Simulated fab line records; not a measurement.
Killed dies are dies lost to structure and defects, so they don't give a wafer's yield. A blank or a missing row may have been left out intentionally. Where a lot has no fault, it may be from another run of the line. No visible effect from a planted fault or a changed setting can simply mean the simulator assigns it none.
Which tool is to blame?	flow n5-finfet	Sampling: 9 lots, 25 wafers, 5 of 1938 route steps

== WHAT THE GAUGES READ, wafer by wafer ==
N5_BEOL_M4_RC_MEAS_101.
lot	measured	on	COMB_M1 (S/m)	COMB_M1_max_site (S/m)	DIBL_N (mV/V)	DIBL_P (mV/V)	IOFF_N (nA/um)	IOFF_P (nA/um)	ION_N (uA/um)	ION_P (uA/um)	SS_N (mV/dec)	SS_P (mV/dec)	VT_N (mV)	VT_P (mV)
L526	day 10 02:48	prober-02	5.4e-11 8.8e-10 5.3e-11	9e-11 1.872e-09 8.8e-11	34.4 35.4 32.6	35.1 35.9 33.4	0.13 0.15 0.11	0.19 0.21 0.16	663 678 666	456 470 461	70.9 71.0 70.7	72.4 73.1 72.5	252 249 252	-252 -249 -252
L527	day 10 07:31	prober-01	1.025e-09 4.3e-11 7.93e-10	1.234e-09 9.1e-11 9.96e-10	32.1 36.3 36.9	31.7 35.6 36.6	0.12 0.18 0.18	0.17 0.24 0.25	668 686 673	470 471 465	69.9 72.0 72.1	72.2 73.1 73.4	253 248 248	-250 -247 -246
L529	day 10 11:11	prober-01	4.6e-11 6.3e-11	6.3e-11 7.5e-11	36.3 38.9	36.0 39.8	0.15 0.22	0.20 0.26	648 677	449 462	71.5 72.6	72.8 73.6	251 246	-248 -245
L534	day 12 08:22	prober-02	5.5e-11 5.3e-11	7.4e-11 6.8e-11	32.8 33.8	32.3 34.7	0.12 0.15	0.17 0.21	668 684	464 470	70.8 71.4	73.3 73.4	254 248	-250 -248
L536	day 12 15:39	prober-01	4.7e-11 5.3e-11 5.3e-11	6.7e-11 9e-11 6.4e-11	37.1 36.6 35.7	38.6 35.5 35.3	0.14 0.13 0.12	0.21 0.16 0.16	657 653 648	457 443 447	71.7 71.6 71.1	74.2 73.5 72.5	252 254 255	-251 -257 -254
L537	day 12 19:21	prober-02	6e-11 5.2e-11 4e-11	8.2e-11 6.7e-11 6.5e-11	37.9 35.5 36.4	37.7 35.2 36.9	0.18 0.14 0.16	0.22 0.19 0.22	672 667 682	451 457 462	71.8 71.7 71.6	73.7 72.5 73.5	250 254 249	-253 -254 -251
L538	day 13 02:57	prober-01	7.7e-11 5.8e-11 5.3e-11	1.08e-10 7.2e-11 6.6e-11	37.2 33.6 34.7	35.3 32.8 33.9	0.16 0.12 0.14	0.24 0.21 0.21	658 666 667	456 468 469	72.2 70.6 70.3	73.5 72.2 72.7	251 255 247	-246 -249 -246
L539	day 13 11:47	prober-01	6e-11 4.4e-11 3.4e-11	9.1e-11 8e-11 5.2e-11	36.2 36.7 34.0	34.9 35.4 31.1	0.14 0.14 0.10	0.17 0.19 0.13	672 673 659	461 463 451	71.9 71.5 70.7	72.5 73.0 71.5	251 250 254	-255 -253 -258
L540	day 13 12:16	prober-02	4.8e-11 5.9e-11 5.5e-11	6.5e-11 6.9e-11 7.6e-11	35.4 36.7 36.5	34.1 37.2 36.3	0.15 0.17 0.16	0.20 0.27 0.23	671 686 678	462 478 467	70.7 71.8 71.5	73.4 73.5 74.0	250 247 249	-248 -245 -246

== WHICH TOOL RAN EACH LOT (tool, then ch and the chambers of the sampled wafers, then the start) ==
lot	N5_BEOL_M1_STRIP_36	N5_BEOL_M1_ALD_84	N5_BEOL_M1_SPUTTER_81	N5_BEOL_M1_ANNEAL_89
L526	rie-diel-03 ch 0,1,2, day 8 16:42	ald-metal-02 ch 0,1,3, day 8 17:20	pvd-sputter-01, day 8 18:14	pvd-sputter-01, day 8 18:46
L527	rie-diel-05 ch 0,1,3, day 8 19:38	ald-metal-02 ch 0,1,2, day 8 20:48	pvd-sputter-01, day 8 23:35	pvd-sputter-01, day 9 00:06
L529	rie-diel-05 ch 0,3, day 8 23:06	ald-metal-03 ch 1,3, day 9 00:05	pvd-sputter-02, day 9 01:09	pvd-sputter-02, day 9 01:40
L534	rie-diel-05 ch 0,1, day 10 19:19	ald-metal-04 ch 2,3, day 10 20:17	pvd-sputter-02, day 10 21:35	pvd-sputter-02, day 10 22:07
L536	rie-diel-06 ch 1,2,3, day 11 01:22	ald-metal-04 ch 0,2, day 11 02:19	pvd-sputter-03, day 11 03:19	pvd-sputter-03, day 11 03:50
L537	rie-diel-03 ch 0,1,3, day 11 01:26	ald-metal-03 ch 0,3, day 11 02:22	pvd-sputter-01, day 11 03:36	pvd-sputter-01, day 11 04:07
L538	rie-diel-06 ch 0,2, day 11 21:23	ald-metal-04 ch 0,2,3, day 11 22:14	pvd-sputter-03, day 11 23:18	pvd-sputter-03, day 11 23:49
L539	rie-diel-06 ch 0,2,3, day 12 00:30	ald-metal-02 ch 0,1,2, day 12 01:16	pvd-sputter-01, day 12 02:09	pvd-sputter-01, day 12 02:40
L540	rie-diel-06 ch 1,2, day 12 03:47	ald-metal-02 ch 0,1,3, day 12 04:31	pvd-sputter-01, day 12 05:26	pvd-sputter-01, day 12 05:57
- N5_BEOL_M1_STRIP_36: strips in N2/H2.
- N5_BEOL_M1_ALD_84: deposits TaN, pulse time 2 s, purge time 3 s, co reactant purge time 2 s.
- N5_BEOL_M1_SPUTTER_81: material Cu, target thk 4.5 nm, time 8.29 s.
- N5_BEOL_M1_ANNEAL_89: time 240 s.

== AS READ BY THE TOOLS THEMSELVES (means over the sampled wafers that have a number; for cases with no such wafer, the mark the record gives instead) ==
N5_BEOL_M1_STRIP_36.
lot	tool	drypump-motor-current-A (A)	n2-flow-sccm (sccm)	oes-product-au (a.u.)	rf-vpp-V (V)	showerhead-plenum-p-Torr (Torr)	throttle-valve-pct (%)
L526	rie-diel-03	5.70	199.8	0.77	60.1	2.55	23.78
L527	rie-diel-05	5.91	200.1	0.80	58.9	2.55	23.58
L529	rie-diel-05	6.01	199.8	0.84	58.8	2.57	23.71
L534	rie-diel-05	5.81	200.7	0.72	57.5	2.46	23.44
L536	rie-diel-06	5.75	199.8	0.76	59.6	2.58	23.85
L537	rie-diel-03	5.63	200.4	0.71	58.5	2.48	24.03
L538	rie-diel-06	5.73	200.1	0.71	57.8	2.51	23.91
L539	rie-diel-06	5.72	200.2	0.75	59.2	2.54	23.92
L540	rie-diel-06	5.78	199.8	0.70	58.4	2.59	23.82

N5_BEOL_M1_ALD_84.
lot	tool	chamber-pressure-Torr (Torr)	heater-power-w (W)
L526	ald-metal-02	3.001	394
L527	ald-metal-02	3.002	406
L529	ald-metal-03	3.003	404
L534	ald-metal-04	3.000	424
L536	ald-metal-04	3.005	446
L537	ald-metal-03	2.998	354
L538	ald-metal-04	2.997	421
L539	ald-metal-02	2.993	400
L540	ald-metal-02	2.998	390

N5_BEOL_M1_SPUTTER_81.
lot	tool	throttle-valve-pct (%)
L526	pvd-sputter-01	30.5
L527	pvd-sputter-01	30.5
L529	pvd-sputter-02	29.4
L534	pvd-sputter-02	29.5
L536	pvd-sputter-03	30.0
L537	pvd-sputter-01	30.3
L538	pvd-sputter-03	29.9
L539	pvd-sputter-01	30.4
L540	pvd-sputter-01	29.6

N5_BEOL_M1_ANNEAL_89.
lot	tool	heater-power-w (W)
L526	pvd-sputter-01	877
L527	pvd-sputter-01	885
L529	pvd-sputter-02	832
L534	pvd-sputter-02	820
L536	pvd-sputter-03	810
L537	pvd-sputter-01	811
L538	pvd-sputter-03	772
L539	pvd-sputter-01	870
L540	pvd-sputter-01	856

== THE ANSWER, worked out from the rows above alone ==
Rule: the usual values come from the lots themselves. Put in order of their means at a reading, lots are off if they are a third of the lots or fewer, leave a main group of 4 or more, and stand apart from it by a gap of 3 or more times the standard deviation of the main group's means; of several such gaps the widest counts. A main group whose means are all the same, to the digits that the tables above print for the reading, isn't used. A lot without any number at a reading at which 4 lots or more have one is off too. The other lots that the step has rows for count as sound. After the gauges, taken in route order, come the tools' own readings; for these a lot's mean is taken, as printed above. The first step at which some lot is off is used, and at that step the reading that is off furthest; a lot without a number counts as furthest.
Off: at N5_BEOL_M4_RC_MEAS_101 (COMB_M1_max_site), L526, L527. The main group: mean 7e-11 S/m, standard deviation 4.1e-12.
A tool fits if, at a process step before that reading, it ran every lot that is off, and no sound lot after the first of them. Those tools and the gauges at N5_BEOL_M4_RC_MEAS_101 are tried in the same way. None of those tried fits.

== WHAT THE SIMULATOR HAD INSERTED ==
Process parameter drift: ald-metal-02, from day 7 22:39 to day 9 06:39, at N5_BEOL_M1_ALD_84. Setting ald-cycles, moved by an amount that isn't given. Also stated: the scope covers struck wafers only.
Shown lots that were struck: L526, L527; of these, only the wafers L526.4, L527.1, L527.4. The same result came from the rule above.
